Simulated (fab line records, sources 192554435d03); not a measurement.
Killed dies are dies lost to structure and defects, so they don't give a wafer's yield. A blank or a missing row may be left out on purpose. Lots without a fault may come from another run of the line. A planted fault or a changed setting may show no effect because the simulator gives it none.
fab line records | flow n5_finfet | part 2 of 2: steps 22 to 28 of 28
record lots=5 wafers=15 last_day=16
route steps=1938 shown BEOL_M7@1308 BEOL_M8@1332
lots that met no fault: from a run of the same line without faults
start_h: hours from the record's first day to the start of the lot's first wafer shown | wait_h: hours since the lot's step before | " the same as in the row above | L1.1+2: a row that stands for several wafers | - no value, or no start given | * or withheld: withheld | < > ~ a bound
route shown NAME@n: a module of which the file shows steps, and the number in the route of the first | usual: mean/standard deviation of fault-free wafers | same: alike in all rows | chamber/n: place in a boat | sites: the reading at each site | _std_site: their standard deviation | _edge_site: outer sites' mean less inner sites' | radius_mm: how far each site lies from the wafer's centre | mask NAME#n: copy n | behind: the tool/chamber that last shaped the wafer | hold: why the lot was held/for how many hours/how that ended | device: the transistor (n, p or np) that didn't switch | end of line: the same wafers' tests at the end of the route | a step without rows: its recipe alone | killed: dies lost to structure and defects at the first sort, not the wafer's yield | map: a wafer's dies, x killed, . not, _ none there
set.NAME: the setting as run; set.NAME@STEP: as run at that earlier step | model.NAME: the simulator's own value behind a step, which no gauge read
lots at some steps of the route; a table a step, a row a wafer
services: from which hour (start_h, from the record's first day; less than 0 if before it) a tool's chamber was out of use, for how many hours, and why
## steps
# step N5_BEOL_M7_DEP_56
# recipe material=SiCN target_thk_a=100 temp_c=withheld precursor=3MS/NH3 pressure_torr=3 rf_w=202 time_s=17.5
# usual chamber_pressure_Torr=3.000/0.0068 rf_fwd_power_W=199.5/0.95 showerhead_plenum_p_Torr=3.660/0.012 throttle_valve_pct=9.0/0.52
# columns lot.wafer tool chamber start_h wait_h chamber_pressure_Torr rf_fwd_power_W showerhead_plenum_p_Torr throttle_valve_pct
L079.2 pecvd-04 1 233.68 0.0 2.997 199.2 3.663 8.4
L079.5 " 0 " " 2.999 201.4 3.657 9.7
L079.6 " 2 " " 2.987 199.6 3.667 8.9
L078.1 pecvd-02 0 233.81 0.0 2.998 200.3 3.674 9.2
L078.5 " 0 " " 3.007 200.4 3.673 9.4
L078.6 " 1 " " 2.997 200.0 3.674 9.4
L082.2 pecvd-04 2 251.81 0.0 3.001 198.9 3.669 8.7
L082.3 " 1 " " 3.003 200.2 3.659 8.4
L082.6 " 2 " " 3.007 199.6 3.663 9.3
L085.1 pecvd-01 2 272.31 0.0 3.007 198.3 3.663 8.5
L085.2 " 0 " " 2.999 200.7 3.632 9.2
L085.4 " 0 " " 2.997 200.2 3.645 9.1
L089.3 pecvd-04 1 308.71 0.0 2.996 199.0 3.656 8.4
L089.5 " 2 " " 2.996 198.2 3.667 8.8
L089.6 " 0 " " 2.994 200.6 3.664 9.5
# step N5_BEOL_M7_RS_MEAS_57
# recipe thk_meas_gauge=four-point-probe reads=Cu_of_BEOL_M7_ECD_50+Co_of_BEOL_M7_CVD_78+TaN_of_BEOL_M7_ALD_77
# usual M7_RS=0.287/0.009
# columns lot.wafer tool chamber start_h wait_h M7_RS[ohm/sq]
L079.2 film_metro-01 - 233.75 0.1 0.288
L079.5 " - " " 0.289
L079.6 " - " " 0.280
L078.1 film_metro-01 - 233.89 0.1 0.304
L078.5 " - " " 0.320
L078.6 " - " " 0.281
L082.2 film_metro-01 - 251.88 0.1 0.293
L082.3 " - " " 0.286
L082.6 " - " " 0.281
L085.1 film_metro-02 - 272.38 0.1 0.310
L085.2 " - " " 0.287
L085.4 " - " " 0.289
L089.3 film_metro-02 - 308.78 0.1 0.286
L089.5 " - " " 0.289
L089.6 " - " " 0.294
# step N5_BEOL_M7_INSPECT_58
# recipe inspect_instrument=darkfield mode=post_dep
# usual raw_defect_count=72/23
# columns lot.wafer tool chamber start_h wait_h raw_defect_count
L079.2 defect_inspect-01 - 233.77 0.0 43
L079.5 " - " " 54
L079.6 " - " " 52
L078.1 defect_inspect-02 - 233.92 0.0 105
L078.5 " - " " 89
L078.6 " - " " 71
L082.2 defect_inspect-01 - 251.90 0.0 61
L082.3 " - " " 60
L082.6 " - " " 89
L085.1 defect_inspect-01 - 272.41 0.0 82
L085.2 " - " " 48
L085.4 " - " " 66
L089.3 defect_inspect-02 - 308.80 0.0 86
L089.5 " - " " 120
L089.6 " - " " 39
# step N5_BEOL_M8_ILD_DEP_00
# recipe material=SiCOH_lowk target_thk_a=1797.5 temp_c=300 precursor=DEMS/porogen pressure_torr=5 rf_w=500 time_s=33.4
# usual chamber_pressure_Torr=5.001/0.01 heater_power_w=300/49 rf_fwd_power_W=495.0/1.8 showerhead_plenum_p_Torr=5.736/0.016 throttle_valve_pct=13.8/0.67
# columns lot.wafer tool chamber start_h wait_h chamber_pressure_Torr heater_power_w rf_fwd_power_W showerhead_plenum_p_Torr throttle_valve_pct
L079.2 pecvd-03 0 233.81 0.0 5.004 246 496.5 5.747 14.3
L079.5 " 1 " " 5.013 239 496.3 5.756 14.0
L079.6 " 0 " " 4.983 263 496.9 5.750 14.5
L078.1 pecvd-01 0 233.96 0.0 4.993 365 495.6 5.692 13.7
L078.5 " 1 " " 5.011 308 496.6 5.728 14.2
L078.6 " 2 " " 5.011 224 493.2 5.727 13.3
L082.2 pecvd-01 2 251.94 0.0 4.990 242 494.4 5.730 13.4
L082.3 " 1 " " 5.002 327 497.2 5.720 13.8
L082.6 " 2 " " 5.015 246 492.6 5.725 13.6
L085.1 pecvd-04 1 272.44 0.0 5.016 310 494.9 5.751 13.1
L085.2 " 0 " " 5.022 306 496.0 5.745 14.6
L085.4 " 2 " " 5.007 360 496.1 5.744 13.5
L089.3 pecvd-03 0 308.84 0.0 5.007 302 492.0 5.735 14.7
L089.5 " 2 " " 5.001 265 494.4 5.750 12.6
L089.6 " 1 " " 4.990 291 493.0 5.761 14.2
# step N5_BEOL_M8_CURE_74
# recipe temp_c=385 time_s=240 ambient=He/Ar material=SiCOH_lowk
# usual lamp_power_pct=52.31/0.057 wafer_temp_C_max=387.1/0.91
# columns lot.wafer tool chamber start_h wait_h lamp_power_pct wafer_temp_C_max
L079.2 uv_cure-03 0 233.97 0.1 52.34 388.6
L079.5 " 0 " " 52.31 389.0
L079.6 " 0 " " 52.36 387.2
L078.1 uv_cure-02 0 234.08 0.1 52.39 385.5
L078.5 " 0 " " 52.44 386.4
L078.6 " 0 " " 52.24 385.7
L082.2 uv_cure-02 1 252.16 0.2 52.36 385.5
L082.3 " 1 " " 52.41 385.7
L082.6 " 1 " " 52.34 385.8
L085.1 uv_cure-01 0 272.51 0.0 52.34 386.8
L085.2 " 0 " " 52.28 386.3
L085.4 " 0 " " 52.18 387.0
L089.3 uv_cure-02 0 309.09 0.2 52.33 386.4
L089.5 " 0 " " 52.31 385.9
L089.6 " 0 " " 52.40 386.2
# step N5_BEOL_M8_THK_MEAS_01
# recipe reads=SiCOH_lowk_of_BEOL_M8_ILD_DEP_00
# usual M8_ILD_THK=154.8/2.4
# columns lot.wafer tool chamber start_h wait_h M8_ILD_THK[nm]
L079.2 film_metro-01 - 234.41 0.4 149.0
L079.5 " - " " 152.9
L079.6 " - " " 153.9
L078.1 film_metro-01 - 234.59 0.4 158.1
L078.5 " - " " 157.4
L078.6 " - " " 156.6
L082.2 film_metro-02 - 253.00 0.7 154.3
L082.3 " - " " 153.9
L082.6 " - " " 156.9
L085.1 film_metro-01 - 273.02 0.4 154.4
L085.2 " - " " 153.3
L085.4 " - " " 157.4
L089.3 film_metro-02 - 309.45 0.3 152.9
L089.5 " - " " 156.7
L089.6 " - " " 155.0
# step N5_BEOL_M8_PECVD_70
# recipe material=SiO2 target_thk_a=200 temp_c=400 precursor=TEOS/O2 pressure_torr=5.5 rf_w=450 teos_flow_sccm=53.8 gas=O2 flow_sccm=3000 time_s=22.7
# usual chamber_pressure_Torr=5.499/0.012 heater_power_w=687/74 rf_fwd_power_W=444.8/1.6 showerhead_plenum_p_Torr=8.77/0.064 throttle_valve_pct=22.3/1.1
# columns lot.wafer tool chamber start_h wait_h chamber_pressure_Torr heater_power_w rf_fwd_power_W showerhead_plenum_p_Torr throttle_valve_pct
L079.2 pecvd-01 1 234.44 0.0 5.481 759 445.8 8.71 22.3
L079.5 " 1 " " 5.515 752 447.8 8.71 22.1
L079.6 " 0 " " 5.509 757 444.2 8.66 22.2
L078.1 pecvd-04 2 234.63 0.0 5.496 834 443.2 8.79 21.5
L078.5 " 2 " " 5.504 844 443.8 8.80 21.6
L078.6 " 0 " " 5.480 694 446.4 8.74 24.0
L082.2 pecvd-01 2 253.03 0.0 5.473 573 444.3 8.76 21.2
L082.3 " 1 " " 5.495 723 447.4 8.69 22.4
L082.6 " 0 " " 5.507 810 446.8 8.62 22.2
L085.1 pecvd-03 1 273.06 0.0 5.501 613 444.4 8.82 23.1
L085.2 " 0 " " 5.491 685 444.6 8.82 23.3
L085.4 " 1 " " 5.507 605 444.9 8.82 23.3
L089.3 pecvd-03 0 309.48 0.0 5.522 642 446.8 8.84 23.7
L089.5 " 1 " " 5.482 668 444.2 8.84 23.1
L089.6 " 2 " " 5.504 627 445.1 8.83 20.4
## services
# columns tool chamber start_h hours kind
ald_metal-03 0 206.81 2.8 repair
uv_cure-02 - 209.90 0.6 repair
cmp-04 - 210.91 1.6 repair
pecvd-02 - 219.26 2.8 pm
cmp-02 - 219.64 0.7 repair
pecvd-02 2 232.76 12.9 repair
cmp-04 - 235.93 5.2 pm
cmp-04 - 243.75 1.7 repair
rie_diel-05 1 244.64 5.5 repair
cmp-02 - 247.50 5.6 pm
rie_diel-01 0 249.43 3.8 repair
rie_diel-05 2 250.16 - clean
rie_diel-05 2 250.16 - consumable_replace:focus_ring
rie_diel-05 2 250.16 - consumable_replace:showerhead
rie_diel-05 2 250.16 21.8 scheduled_down
rie_diel-05 2 250.16 21.8 vent_cycle
rie_diel-01 2 265.90 16.8 repair
uv_cure-01 - 275.03 7.5 pm
uv_cure-02 - 288.45 0.4 repair
cmp-04 - 291.40 4.0 pm
ecd_cu-02 - 293.42 0.6 repair
uv_cure-01 - 293.87 3.6 repair
rie_diel-05 3 298.74 - clean
rie_diel-05 3 298.74 - consumable_replace:focus_ring
